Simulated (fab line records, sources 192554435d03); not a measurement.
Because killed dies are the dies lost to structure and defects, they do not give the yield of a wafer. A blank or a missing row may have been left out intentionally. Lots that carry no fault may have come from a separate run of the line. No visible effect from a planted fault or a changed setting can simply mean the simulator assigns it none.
What tool caused it? -- flow n5-finfet -- 36 wafers from 12 lots sampled at 2 of the route's 1938 steps

## WHAT EACH GAUGE READ, for each wafer
N5_BEOL_M2_THK_MEAS_01.
lot,measured,on,M2_ILD_THK (nm)
L075,day 6 16:05,film-metro-02,77.0 76.8 80.1
L077,day 7 11:03,film-metro-01,77.4 79.6 78.6
L079,day 7 15:17,film-metro-01,79.8 80.5 77.8
L080,day 8 11:37,film-metro-02,80.2 79.2 80.1
L082,day 8 20:29,film-metro-01,79.8 77.4 78.8
L085,day 9 04:00,film-metro-01,81.0 81.0 81.6
L086,day 9 22:03,film-metro-02,77.2 80.9 80.3
L089,day 10 04:31,film-metro-01,78.0 79.0 78.1
L092,day 10 19:28,film-metro-01,77.5 79.7 80.1
L093,day 11 06:01,film-metro-02,77.4 78.4 78.2
L094,day 11 10:55,film-metro-01,78.4 77.9 79.2
L097,day 12 06:25,film-metro-02,79.4 81.6 79.9

## WHICH TOOL RAN EACH LOT (tool, then ch and the chambers of the sampled wafers, then the start)
lot,N5_BEOL_M1_ANNEAL_95
L075,"pvd-sputter-02, day 6 14:34"
L077,"pvd-sputter-02, day 7 08:46"
L079,"pvd-sputter-02, day 7 13:50"
L080,"pvd-sputter-01, day 8 10:09"
L082,"pvd-sputter-03, day 8 19:10"
L085,"pvd-sputter-03, day 9 02:40"
L086,"pvd-sputter-01, day 9 20:44"
L089,"pvd-sputter-03, day 10 03:11"
L092,"pvd-sputter-01, day 10 18:08"
L093,"pvd-sputter-03, day 11 04:14"
L094,"pvd-sputter-01, day 11 09:13"
L097,"pvd-sputter-02, day 12 05:05"
- N5_BEOL_M1_ANNEAL_95: time 240 s.

## THE ANSWER, worked out from the rows above alone
Rule: what is usual is taken from the lots themselves. Put in order of their means at a reading, lots are off if they are a third of the lots or fewer, leave a main group of 4 or more, and stand apart from it by a gap of 3 or more times the standard deviation of the main group's means; of several such gaps the widest counts. A main group is skipped when, at the precision printed for the reading in the tables above, its means are all equal. Also off: a lot with no number at a reading for which 4 or more lots have one. Where the step has rows for the other lots, those lots are counted as sound.
None of the lots is off at any reading shown; this tells nothing.

## WHAT WAS PUT IN BY THE SIMULATOR
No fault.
